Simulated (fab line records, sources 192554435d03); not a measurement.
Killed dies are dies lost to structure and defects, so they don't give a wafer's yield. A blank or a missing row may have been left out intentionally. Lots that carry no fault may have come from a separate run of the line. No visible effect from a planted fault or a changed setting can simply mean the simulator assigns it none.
fab line records    flow n5_finfet
record: lots: 7  wafers: 21
route steps=1938 shown BEOL_M2@879 BEOL_M3@960 BEOL_M4@1037 BEOL_M5@1154
start_h: hours from the record's opening day to when the first of the lot's shown wafers began    wait_h: hours since the lot's step before    " repeats the value in the row above    L1.1+2: one row covering several wafers at once    - no value present, or no start provided    * or withheld: withheld    < > ~ a bound
route shown NAME@n: names a module that has steps shown in the file, with the first one's number in the route    usual: mean/standard deviation taken from wafers without a fault    same: alike in all rows    chamber/n: place in a boat    sites: per-site readings    _std_site: their standard deviation    _edge_site: outer sites' mean less inner sites'    radius_mm: for every site, how far away it sits from the centre of the wafer    mask NAME#n: copy n    behind: the most recent tool/chamber to have shaped the wafer    hold: why the lot was held/for how many hours/how that ended    device: which transistor (n, p or np) failed to switch    end of line: tests run on the same wafers once the route is complete    for a step that has no rows: nothing shown but its recipe    killed: dies lost to structure and defects at the first sort, not the wafer's yield    map: a wafer's dies, marking killed ones x, the rest . and places with no die _
set.NAME: the setting as run; set.NAME@STEP: as run at that earlier step    model.NAME: the simulator's own value behind a step, which no gauge read
lots whose settings were changed on purpose; a table a step, a row a wafer
== steps ==
step: N5_BEOL_M2_DESCUM_33
recipe: chemistry: O2  time_s: 7  source_power_w: 50  bias_power_w: 20  pressure_mtorr: 20  rf_frequency_hz: 2.712e+07  temp_c: 40  resist: CAR-EUV  o2_flow_sccm: 225
lot.wafer   tool         chamber  start_h  wait_h  set.time_s  set.spin_rpm@BEOL_M2_COAT_22  model.CAR-EUV_of_BEOL_M2_COAT_22.thk_nm
L075.1      rie_diel-02  0        152.26   0.1     7           1659                          24.6
L075.3      "            2        "        "       5.63        1500                          26.8
L075.5      "            3        "        "       5.63        1659                          25.2
L081.1+2    rie_diel-03  1,3      175.91   0.0     7           1628                          25
L081.5      "            1        "        "       7           1500                          26.2
L085.1      rie_diel-03  2        196.71   0.0     8.049       1623                          24.6
L085.2      "            0        "        "       8.049       1500                          25.6
L085.5      "            1        "        "       7           1623                          25
L086.2+3+5  rie_diel-04  3,0,1    202.53   0.0     7           1500                          25.8
L090.1      rie_diel-02  3        232.22   0.0     7           1612                          25
L090.3      "            2        "        "       7           1612                          25.2
L090.5      "            1        "        "       7           1500                          26.2
L093.2+6    rie_diel-04  1        250.91   0.0     7           1500                          26
L093.4      "            2        "        "       6.498       1500                          26.4
L096.1+3    rie_diel-03  0,2      276.11   0.1     7.929       1500                          25.6
L096.2      "            3        "        "       7           1500                          26
step: N5_BEOL_M2_ETCH_77
recipe: chemistry: N2/H2  target: underlayer  target_depth_a: 65  mask_material: CAR-EUV  time_s: 5.2  ion_energy_ev: 200  pressure_mtorr: 30  source_w: 840  bias_w: 150  n2_flow_sccm: 200  h2_flow_sccm: 200  ends: cleared
lot.wafer  tool         chamber  start_h  wait_h  set.spin_rpm@BEOL_M2_COAT_22  set.time_s@BEOL_M2_DESCUM_33  model.CAR-EUV_of_BEOL_M2_COAT_22.thk_nm
L075.1     rie_diel-02  0        152.29   0.0     1659                          7                             18.8
L075.3     "            2        "        "       1500                          5.63                          21
L075.5     "            3        "        "       1659                          5.63                          19.4
L081.1     rie_diel-03  1        175.94   0.0     1628                          7                             19.2
L081.2     "            3        "        "       1628                          7                             19.4
L081.5     "            1        "        "       1500                          7                             20.6
L085.1     rie_diel-03  2        196.75   0.0     1623                          8.049                         18.8
L085.2     "            0        "        "       1500                          8.049                         19.8
L085.5     "            1        "        "       1623                          7                             19.4
L086.2+3   rie_diel-04  3,0      202.57   0.0     1500                          7                             20
L086.5     "            1        "        "       1500                          7                             20.2
L090.1+3   rie_diel-02  3,2      232.25   0.0     1612                          7                             19.4
L090.5     "            1        "        "       1500                          7                             20.6
L093.2+6   rie_diel-04  1        250.94   0.0     1500                          7                             20.4
L093.4     "            2        "        "       1500                          6.498                         20.6
L096.1     rie_diel-03  0        276.15   0.0     1500                          7.929                         19.8
L096.2     "            3        "        "       1500                          7                             20.4
L096.3     "            2        "        "       1500                          7.929                         20
step: N5_BEOL_M2_ETCH_69
recipe: chemistry: CF4  target: SiARC  target_depth_a: 156  mask_material: CAR-EUV  time_s: 26  ion_energy_ev: 80  pressure_mtorr: 40  source_w: 545  bias_w: 36  Ar_flow_sccm: 100  cf4_flow_sccm: 100  ends: cleared
lot.wafer  tool         chamber  start_h  wait_h  set.spin_rpm@BEOL_M2_COAT_22  set.time_s@BEOL_M2_DESCUM_33  model.CAR-EUV_of_BEOL_M2_COAT_22.thk_nm
L075.1     rie_diel-02  0        152.31   0.0     1659                          7                             9.6
L075.3     "            2        "        "       1500                          5.63                          11.8
L075.5     "            3        "        "       1659                          5.63                          10.2
L081.1     rie_diel-03  1        175.96   0.0     1628                          7                             10
L081.2     "            3        "        "       1628                          7                             10.2
L081.5     "            1        "        "       1500                          7                             11.4
L085.1     rie_diel-03  2        196.77   0.0     1623                          8.049                         9.6
L085.2     "            0        "        "       1500                          8.049                         10.6
L085.5     "            1        "        "       1623                          7                             10.2
L086.2+5   rie_diel-04  3,1      202.58   0.0     1500                          7                             11
L086.3     "            0        "        "       1500                          7                             10.8
L090.1+3   rie_diel-02  3,2      232.27   0.0     1612                          7                             10.2
L090.5     "            1        "        "       1500                          7                             11.4
L093.2+6   rie_diel-04  1        250.96   0.0     1500                          7                             11.2
L093.4     "            2        "        "       1500                          6.498                         11.4
L096.1     rie_diel-03  0        276.16   0.0     1500                          7.929                         10.6
L096.2     "            3        "        "       1500                          7                             11.2
L096.3     "            2        "        "       1500                          7.929                         10.8
step: N5_BEOL_M2_ALD_98
recipe: material: SiO2  target_thk_a: 25  temp_c: 100  ald_precursor_family: BDEAS  ald_co_reactant: O2-plasma  pulse_time_s: 1  co_reactant_pulse_time_s: 1  purge_time_s: 2  co_reactant_purge_time_s: 2  ald_cycles: 17  pressure_torr: 2
step: N5_BEOL_M2_ETCHBACK_99
recipe: chemistry: CHF3  target: SiO2  target_depth_a: 50  time_s: 10.4  source_w: 215  bias_w: 47  Ar_flow_sccm: 200  CHF3_flow_sccm: 12  ion_energy_ev: 100  pressure_mtorr: 30
lot.wafer  tool         chamber  start_h  wait_h  set.spin_rpm@BEOL_M2_COAT_22  set.time_s@BEOL_M2_DESCUM_33  model.CAR-EUV_of_BEOL_M2_COAT_22.thk_nm
L075.1     rie_diel-02  2        154.58   2.0     1659                          7                             9
L075.3     "            3        "        "       1500                          5.63                          11
L075.5     "            3        "        "       1659                          5.63                          9.6
L081.1+2   rie_diel-03  3,2      191.21   15.1    1628                          7                             9.4
L081.5     "            0        "        "       1500                          7                             10.6
L085.1     rie_diel-03  1        217.74   20.2    1623                          8.049                         9
L085.2     "            0        "        "       1500                          8.049                         9.8
L085.5     "            0        "        "       1623                          7                             9.4
L086.2+3   rie_diel-04  1,2      224.50   21.8    1500                          7                             10.2
L086.5     "            0        "        "       1500                          7                             10.4
L090.1+3   rie_diel-02  3,2      234.68   2.3     1612                          7                             9.4
L090.5     "            2        "        "       1500                          7                             10.6
L093.2+6   rie_diel-02  2,1      276.01   24.9    1500                          7                             10.4
L093.4     "            1        "        "       1500                          6.498                         10.6
L096.1     rie_diel-02  3        310.70   32.6    1500                          7.929                         9.8
L096.2     "            0        "        "       1500                          7                             10.4
L096.3     "            2        "        "       1500                          7.929                         10
step: N5_BEOL_M3_COAT_22
recipe: resist: CAR-EUV  spin_rpm: 1500  resist_thk_nm: 30
lot.wafer  tool            chamber  start_h  wait_h  set.spin_rpm  model.CAR-EUV_of_BEOL_M3_COAT_22.thk_nm
L075.1+3   litho_track-01  0        -        -       1370          31.2
L075.5     "               0        "        "       1370          31.4
L081.1+5   litho_track-03  0        -        -       1450          30.6
L081.2     "               0        "        "       1500          30
L085.1     litho_track-03  0        -        -       1500          30
L085.2+5   "               0        "        "       1563          29.4
L086.2     litho_track-01  0        -        -       1500          30
L086.3+5   "               0        "        "       1500          29.8
L090.1+5   litho_track-03  0        -        -       1500          29.8
L090.3     "               0        "        "       1400          31
L093.2+6   litho_track-05  0        -        -       1500          30
L093.4     "               0        "        "       1340          31.8
L096.1     litho_track-03  0        -        -       1600          29.2
L096.2     "               0        "        "       1600          29
L096.3     "               0        "        "       1500          30
step: N5_BEOL_M4_DESCUM_16
recipe: chemistry: O2  time_s: 7  source_power_w: 50  bias_power_w: 20  pressure_mtorr: 20  rf_frequency_hz: 2.712e+07  temp_c: 40  resist: CAR-EUV  o2_flow_sccm: 225
lot.wafer   tool         chamber  start_h  wait_h  set.time_s  model.CAR-EUV_of_BEOL_M4_COAT_05.thk_nm
L075.1      rie_diel-03  1        181.72   0.1     8.144       25.6
L075.3+5    "            0,2      "        "       7           26
L081.1+2    rie_diel-03  0,2      209.99   0.0     7           26
L081.5      "            0        "        "       7.419       25.8
L085.1+2+5  rie_diel-02  0,2,2    243.86   0.0     5.621       26.6
L086.2+3    rie_diel-04  2,3      248.75   0.1     7           26
L086.5      "            1        "        "       7           26.2
L090.1      rie_diel-03  1        259.22   0.0     5.947       26.8
L090.3      "            0        "        "       5.947       26.6
L090.5      "            2        "        "       7           26.2
L093.2      rie_diel-04  2        321.28   0.0     7           26
L093.4      "            0        "        "       7           26.2
L093.6      "            2        "        "       6.212       26.4
L096.1      rie_diel-04  1        328.84   0.0     7           25.8
L096.2+3    "            2,0      "        "       6.374       26.2
step: N5_BEOL_M4_ETCH_74
recipe: chemistry: N2/H2  target: underlayer  target_depth_a: 65  mask_material: CAR-EUV  time_s: 5.2  ion_energy_ev: 200  pressure_mtorr: 30  source_w: 840  bias_w: 150  n2_flow_sccm: 200  h2_flow_sccm: 200  ends: cleared
lot.wafer  tool         chamber  start_h  wait_h  set.time_s@BEOL_M4_DESCUM_16  model.CAR-EUV_of_BEOL_M4_COAT_05.thk_nm
L075.1     rie_diel-03  1        181.75   0.0     8.144                         19.8
L075.3+5   "            0,2      "        "       7                             20.2
L081.1+2   rie_diel-03  0,2      210.02   0.0     7                             20.4
L081.5     "            0        "        "       7.419                         20
L085.1+2   rie_diel-02  0,2      243.90   0.0     5.621                         20.8
L085.5     "            2        "        "       5.621                         21
L086.2+5   rie_diel-04  2,1      248.78   0.0     7                             20.4
L086.3     "            3        "        "       7                             20.2
L090.1     rie_diel-03  1        259.25   0.0     5.947                         21
L090.3     "            0        "        "       5.947                         20.8
L090.5     "            2        "        "       7                             20.4
L093.2     rie_diel-04  2        321.31   0.0     7                             20.2
L093.4     "            0        "        "       7                             20.4
L093.6     "            2        "        "       6.212                         20.8
L096.1     rie_diel-04  1        328.87   0.0     7                             20
L096.2+3   "            2,0      "        "       6.374                         20.4
step: N5_BEOL_M4_ETCH_63
recipe: chemistry: CF4  target: SiARC  target_depth_a: 156  mask_material: CAR-EUV  time_s: 26  ion_energy_ev: 80  pressure_mtorr: 40  source_w: 545  bias_w: 36  Ar_flow_sccm: 100  cf4_flow_sccm: 100  ends: cleared
lot.wafer  tool         chamber  start_h  wait_h  set.time_s@BEOL_M4_DESCUM_16  model.CAR-EUV_of_BEOL_M4_COAT_05.thk_nm
L075.1     rie_diel-03  1        181.77   0.0     8.144                         10.6
L075.3+5   "            0,2      "        "       7                             11
L081.1     rie_diel-03  0        210.04   0.0     7                             11.2
L081.2     "            2        "        "       7                             11
L081.5     "            0        "        "       7.419                         10.8
L085.1+2   rie_diel-02  0,2      243.92   0.0     5.621                         11.6
L085.5     "            2        "        "       5.621                         11.8
L086.2+5   rie_diel-04  2,1      248.80   0.0     7                             11.2
L086.3     "            3        "        "       7                             11
L090.1+3   rie_diel-03  1,0      259.27   0.0     5.947                         11.8
L090.5     "            2        "        "       7                             11.2
L093.2+4   rie_diel-04  2,0      321.33   0.0     7                             11.2
L093.6     "            2        "        "       6.212                         11.6
L096.1     rie_diel-04  1        328.89   0.0     7                             11
L096.2+3   "            2,0      "        "       6.374                         11.2
step: N5_BEOL_M4_TRENCH_ETCH_37
recipe: chemistry: C4F6/O2  target_depth_a: 555.55  target: SiOC  time_s: 29.2  ion_energy_ev: 250  pressure_mtorr: 30  source_w: 355  bias_w: 185  Ar_flow_sccm: 300  C4F6_flow_sccm: 10  O2_flow_sccm: 10
lot.wafer  tool         chamber  start_h  wait_h  set.time_s  model.BEOL_M4.feature_depth_nm  model.etch.depth_nm
L075.1     rie_diel-04  3        -        -       33.57       63.2                            63.19
L075.3     "            2        "        "       29.2        54.2                            54.14
L075.5     "            3        "        "       29.2        55                              54.94
L081.1     rie_diel-03  2        -        -       29.2        53.6                            53.7
L081.2     "            3        "        "       29.2        56.2                            56.26
L081.5     "            1        "        "       29.2        53.6                            53.57
L085.1     rie_diel-03  1        -        -       29.2        54.2                            54.17
L085.2     "            3        "        "       29.2        56.4                            56.41
L085.5     "            0        "        "       24.96       47                              47.1
L086.2     rie_diel-02  2        -        -       29.2        57.2                            57.17
L086.3     "            3        "        "       29.2        58.2                            58.2
L086.5     "            0        "        "       29.2        54.6                            54.57
L090.1     rie_diel-04  0        -        -       29.2        55.6                            55.56
L090.3     "            3        "        "       29.2        54.8                            54.75
L090.5     "            3        "        "       23.19       43.4                            43.47
L093.2     rie_diel-04  0        -        -       29.2        55.4                            55.33
L093.4     "            1        "        "       29.2        56                              55.94
L093.6     "            3        "        "       32.13       60.8                            60.81
L096.1     rie_diel-04  1        -        -       25.87       49.8                            49.87
L096.2     "            3        "        "       29.2        56                              55.98
L096.3     "            0        "        "       25.87       49.4                            49.36
step: N5_BEOL_M4_ETCH_41
recipe: chemistry: CH3F/O2  target: SiCN  target_depth_a: 299  taper_deg: 2  time_s: 52.5  ion_energy_ev: 120  mask_material: TiN  pressure_mtorr: 30  source_w: 395  bias_w: 75  Ar_flow_sccm: 150  CH3F_flow_sccm: 30  O2_flow_sccm: 20
step: N5_BEOL_M4_STRIP_97
recipe: chemistry: N2/H2  time_s: 10  power_w: 450  temp_c: 40  pressure_mtorr: 20  rf_frequency_hz: 6e+07  bias_power_w: 7  n2_flow_sccm: 200  h2_flow_sccm: 200
step: N5_BEOL_M4_OCD_MEAS_38
usual: trench_depth_nm: 55.4/1.6
lot.wafer  tool    chamber  start_h  wait_h  set.time_s@BEOL_M4_TRENCH_ETCH_37  trench_depth_nm
L075.1     ocd-01  -        209.34   -       33.57                              63.4
L075.3     "       -        "        "       29.2                               54.3
L075.5     "       -        "        "       29.2                               55.0
L081.1     ocd-02  -        227.65   -       29.2                               53.8
L081.2     "       -        "        "       29.2                               56.3
L081.5     "       -        "        "       29.2                               53.6
L085.1     ocd-01  -        269.45   -       29.2                               54.6
L085.2     "       -        "        "       29.2                               56.8
L085.5     "       -        "        "       24.96                              47.5
L086.2     ocd-01  -        272.64   -       29.2                               57.2
L086.3     "       -        "        "       29.2                               58.2
L086.5     "       -        "        "       29.2                               54.6
L090.1     ocd-02  -        289.64   -       29.2                               55.9
L090.3     "       -        "        "       29.2                               54.8
L090.5     "       -        "        "       23.19                              43.0
L093.2     ocd-02  -        346.16   -       29.2                               55.4
L093.4     "       -        "        "       29.2                               56.3
L093.6     "       -        "        "       32.13                              61.0
L096.1     ocd-01  -        349.57   -       25.87                              50.0
L096.2     "       -        "        "       29.2                               55.9
L096.3     "       -        "        "       25.87                              49.4
step: N5_BEOL_M4_ALD_84
recipe: material: TaN  target_thk_a: *  temp_c: 275  ald_precursor_family: PDMAT  ald_co_reactant: NH3  pressure_torr: 3  carrier_flow_sccm: 1500  pulse_time_s: 2  purge_time_s: 3  co_reactant_purge_time_s: 2  co_reactant_pulse_time_s: 3  ald_cycles: 30  precursor_vessel_temp_c: 75  precursor_vessel_pressure_torr: 26.25  precursor_vessel_carrier_sccm: 1000
lot.wafer   tool          chamber  start_h  wait_h  set.ald_cycles
L075.1+5    ald_metal-01  2,0      209.76   0.0     33
L075.3      "             0        "        "       30
L081.1      ald_metal-04  1        228.08   0.0     27
L081.2+5    "             2,3      "        "       30
L085.1+2+5  ald_metal-03  3,1,3    270.04   0.2     30
L086.2+3+5  ald_metal-01  2,0,0    273.80   0.1     30
L090.1      ald_metal-01  3        290.49   0.2     25
L090.3+5    "             1,2      "        "       30
L093.2+4    ald_metal-04  2,0      346.56   0.1     35
L093.6      "             0        "        "       30
L096.1+2    ald_metal-04  1,3      350.59   0.0     30
L096.3      "             1        "        "       34
step: N5_BEOL_M4_SURFACE_TREAT_85
recipe: gas: Ar  time_s: *  ion_energy_ev: *  ion_current_ma_cm2: 0.5  pressure_mtorr: *  ar_flow_sccm: 30
step: N5_BEOL_M4_CVD_47
recipe: material: Co  target_thk_a: 30  temp_c: withheld  precursor: CCTBA/H2  pressure_torr: 30  time_s: 223.8
step: N5_BEOL_M4_ECD_50
recipe: material: Cu  target_thk_a: 3000
step: N5_BEOL_M4_ANNEAL_51
recipe: temp_c: 225  time_s: 90  ambient: N2
step: N5_BEOL_M4_CMP_52
recipe: stop_on: SiOC  t_overpolish_s: 6.8  down_force_psi: 1  platen_rpm: 50  clearing_platen_down_force_psi: 1.5  clearing_platen_rpm: 50  post_cmp_clean: cu_alkaline  target_thk_nm: 40  clearing_platen_pad_velocity_m_s: 0.99484  pad_velocity_m_s: 0.99484
lot.wafer  tool    chamber  start_h  wait_h  set.time_s@BEOL_M4_TRENCH_ETCH_37  model.Cu_of_BEOL_M4_ECD_50.thk_nm
L075.1     cmp-04  3        212.51   0.3     33.57                              48.4
L075.3     "       2        "        "       29.2                               38.8
L075.5     "       0        "        "       29.2                               37.8
L081.2     cmp-03  3        231.38   0.4     29.2                               41.4
L081.1     "       0        "        "       29.2                               38
L081.5     "       2        "        "       29.2                               40.6
L085.2     cmp-04  1        274.38   0.4     29.2                               42.2
L085.1     "       3        "        "       29.2                               40
L085.5     "       2        "        "       24.96                              31.8
L086.3     cmp-04  3        277.37   0.2     29.2                               43.6
L086.2     "       1        "        "       29.2                               42.2
L086.5     "       3        "        "       29.2                               40.2
L090.3     cmp-01  0        295.12   0.2     29.2                               40.6
L090.1     "       2        "        "       29.2                               40.2
L090.5     "       0        "        "       23.19                              28.2
L093.4     cmp-04  0        351.24   0.2     29.2                               39
L093.2     "       2        "        "       29.2                               40.8
L093.6     "       3        "        "       32.13                              46.8
L096.3     cmp-01  0        353.54   0.2     25.87                              32.8
L096.2     "       1        "        "       29.2                               38
L096.1     "       2        "        "       25.87                              34.6
step: N5_BEOL_M4_THK_MEAS_53
recipe: thk_meas_gauge: xrf  reads: Cu_of_BEOL_M4_ECD_50
usual: M4_THK: 40.5/2
lot.wafer  tool           chamber  start_h  wait_h  set.time_s@BEOL_M4_TRENCH_ETCH_37  M4_THK[nm]
L075.1     film_metro-01  -        212.80   -       33.57                              49.5
L075.3     "              -        "        "       29.2                               39.6
L075.5     "              -        "        "       29.2                               38.7
L081.1     film_metro-01  -        231.64   -       29.2                               38.8
L081.2     "              -        "        "       29.2                               42.1
L081.5     "              -        "        "       29.2                               41.6
L085.1     film_metro-02  -        274.67   -       29.2                               40.1
L085.2     "              -        "        "       29.2                               42.3
L085.5     "              -        "        "       24.96                              31.8
L086.2     film_metro-01  -        277.67   -       29.2                               43.1
L086.3     "              -        "        "       29.2                               44.5
L086.5     "              -        "        "       29.2                               40.9
L090.1     film_metro-01  -        295.38   -       29.2                               40.8
L090.3     "              -        "        "       29.2                               41.4
L090.5     "              -        "        "       23.19                              28.6
L093.2     film_metro-01  -        351.50   -       29.2                               41.2
L093.4     "              -        "        "       29.2                               39.7
L093.6     "              -        "        "       32.13                              47.6
L096.1     film_metro-02  -        353.79   -       25.87                              35.0
L096.2     "              -        "        "       29.2                               38.5
L096.3     "              -        "        "       25.87                              33.1
step: N5_BEOL_M4_PRE_CLEAN_60
recipe: gas: NH3/H2  time_s: 15  temp_c: *  rf_power_w: 300
step: N5_BEOL_M4_CO_CAP_55
recipe: material: Co  target_thk_a: 20  temp_c: 200  precursor: CCTBA/H2  pressure_torr: 30  time_s: 102.1
step: N5_BEOL_M4_PRE_CLEAN_56
recipe: gas: NH3  time_s: 15  temp_c: withheld  rf_power_w: 300
step: N5_BEOL_M4_DEP_57
recipe: material: SiCN  target_thk_a: 80  temp_c: withheld  precursor: 3MS/NH3  pressure_torr: 3  rf_w: 202  time_s: 14
step: N5_BEOL_M4_RS_MEAS_58
recipe: thk_meas_gauge: four-point-probe  reads: Co_of_BEOL_M4_CO_CAP_55+Cu_of_BEOL_M4_ECD_50+Co_of_BEOL_M4_CVD_47+TaN_of_BEOL_M4_ALD_84
usual: M4_RS: 0.67/0.043
lot.wafer  tool           chamber  start_h  wait_h  set.time_s@BEOL_M4_TRENCH_ETCH_37  M4_RS[ohm/sq]
L075.1     film_metro-02  -        213.06   0.0     33.57                              0.53
L075.3     "              -        "        "       29.2                               0.70
L075.5     "              -        "        "       29.2                               0.72
L081.1     film_metro-02  -        231.95   0.0     29.2                               0.72
L081.2     "              -        "        "       29.2                               0.64
L081.5     "              -        "        "       29.2                               0.65
L085.1     film_metro-02  -        274.93   0.0     29.2                               0.67
L085.2     "              -        "        "       29.2                               0.62
L085.5     "              -        "        "       24.96                              0.90
L086.2     film_metro-01  -        277.93   0.1     29.2                               0.62
L086.3     "              -        "        "       29.2                               0.60
L086.5     "              -        "        "       29.2                               0.66
L090.1     film_metro-02  -        295.64   0.0     29.2                               0.66
L090.3     "              -        "        "       29.2                               0.66
L090.5     "              -        "        "       23.19                              1.06
L093.2     film_metro-02  -        351.81   0.1     29.2                               0.65
L093.4     "              -        "        "       29.2                               0.69
L093.6     "              -        "        "       32.13                              0.55
L096.1     film_metro-02  -        354.05   0.0     25.87                              0.81
L096.2     "              -        "        "       29.2                               0.71
L096.3     "              -        "        "       25.87                              0.87
step: N5_BEOL_M5_ETCH_68
recipe: chemistry: N2/H2  target: SOC  target_depth_a: 800  overetch_a: 160  mask_material: SiARC  temp_c: 40  time_s: 120  ion_energy_ev: 200  pressure_mtorr: 30  source_w: 840  bias_w: 150  n2_flow_sccm: 200  h2_flow_sccm: 200
usual: rf_vpp_V: 523.3/2.7
lot.wafer  tool         chamber  start_h  wait_h  set.bias_w  rf_vpp_V
L075.1     rie_diel-06  3        217.62   0.0     150         520.8
L075.3     "            0        "        "       150         524.2
L075.5     "            0        "        "       150         522.8
L081.1     rie_diel-06  1        239.20   0.0     150         520.8
L081.2     "            3        "        "       161.6       544.5
L081.5     "            1        "        "       161.6       545.9
L085.1     rie_diel-01  1        280.86   0.0     163.9       556.8
L085.2     "            3        "        "       150         527.2
L085.5     "            1        "        "       150         524.8
L086.2     rie_diel-01  2        284.16   0.0     150         524.0
L086.3     "            1        "        "       150         526.9
L086.5     "            3        "        "       150         527.1
L090.1     rie_diel-01  1        302.44   0.0     150         526.9
L090.3     "            0        "        "       150         525.4
L090.5     "            0        "        "       150         525.7
L093.2     rie_diel-06  2        355.44   0.0     142.3       503.8
L093.4     "            1        "        "       150         520.8
L093.6     "            1        "        "       142.3       505.8
L096.1     rie_diel-01  2        360.34   0.0     161.6       548.4
L096.2     "            3        "        "       150         528.3
L096.3     "            0        "        "       150         526.0
== key ==
split: step: N5_BEOL_M2_DESCUM_33  setting: time_s  stated: 7  by: wafer
response: step: N5_BEOL_M2_DESCUM_33  reading: model.CAR-EUV_of_BEOL_M2_COAT_22.thk_nm  slope: -0.0336  per: 1%  together_with: spin_rpm@BEOL_M2_COAT_22  explained: 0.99
response: step: N5_BEOL_M2_ETCH_77  reading: model.CAR-EUV_of_BEOL_M2_COAT_22.thk_nm  slope: -0.037  per: 1%  together_with: spin_rpm@BEOL_M2_COAT_22  explained: 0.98
response: step: N5_BEOL_M2_ETCH_69  reading: model.CAR-EUV_of_BEOL_M2_COAT_22.thk_nm  slope: -0.037  per: 1%  together_with: spin_rpm@BEOL_M2_COAT_22  explained: 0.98
response: step: N5_BEOL_M2_ETCHBACK_99  reading: model.CAR-EUV_of_BEOL_M2_COAT_22.thk_nm  slope: -0.0334  per: 1%  together_with: spin_rpm@BEOL_M2_COAT_22  explained: 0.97
split: step: N5_BEOL_M3_COAT_22  setting: spin_rpm  stated: 1500  by: wafer
response: step: N5_BEOL_M3_COAT_22  reading: model.CAR-EUV_of_BEOL_M3_COAT_22.thk_nm  change: -0.163  per: 1%  r: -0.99
split: step: N5_BEOL_M4_DESCUM_16  setting: time_s  stated: 7  by: wafer
response: step: N5_BEOL_M4_DESCUM_16  reading: model.CAR-EUV_of_BEOL_M4_COAT_05.thk_nm  change: -0.0302  per: 1%  r: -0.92
response: step: N5_BEOL_M4_ETCH_74  reading: model.CAR-EUV_of_BEOL_M4_COAT_05.thk_nm  change: -0.0349  per: 1%  r: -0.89
response: step: N5_BEOL_M4_ETCH_63  reading: model.CAR-EUV_of_BEOL_M4_COAT_05.thk_nm  change: -0.0321  per: 1%  r: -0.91
split: step: N5_BEOL_M4_TRENCH_ETCH_37  setting: time_s  stated: 29.2  by: wafer
response: step: N5_BEOL_M4_TRENCH_ETCH_37  reading: model.BEOL_M4.feature_depth_nm  change: +0.566  per: 1%  r: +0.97
response: step: N5_BEOL_M4_TRENCH_ETCH_37  reading: model.etch.depth_nm  change: +0.563  per: 1%  r: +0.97
response: step: N5_BEOL_M4_OCD_MEAS_38  reading: trench_depth_nm  change: +0.575  per: 1%  r: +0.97
response: step: N5_BEOL_M4_CMP_52  reading: model.Cu_of_BEOL_M4_ECD_50.thk_nm  change: +0.602  per: 1%  r: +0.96
response: step: N5_BEOL_M4_THK_MEAS_53  reading: M4_THK  change: +0.616  per: 1%  r: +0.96
response: step: N5_BEOL_M4_RS_MEAS_58  reading: M4_RS  change: -0.0159  per: 1%  r: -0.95
split: step: N5_BEOL_M4_ALD_84  setting: ald_cycles  stated: 30  by: wafer
response none clear
split: step: N5_BEOL_M5_ETCH_68  setting: bias_w  stated: 150  by: wafer
response: step: N5_BEOL_M5_ETCH_68  reading: rf_vpp_V  change: +3.11  per: 1%  r: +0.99
split outside_this_file step=N5_BEOL_M2_COAT_22 setting=spin_rpm
split outside_this_file: this setting was split too, and the file shows its column; the key of that split is in another file
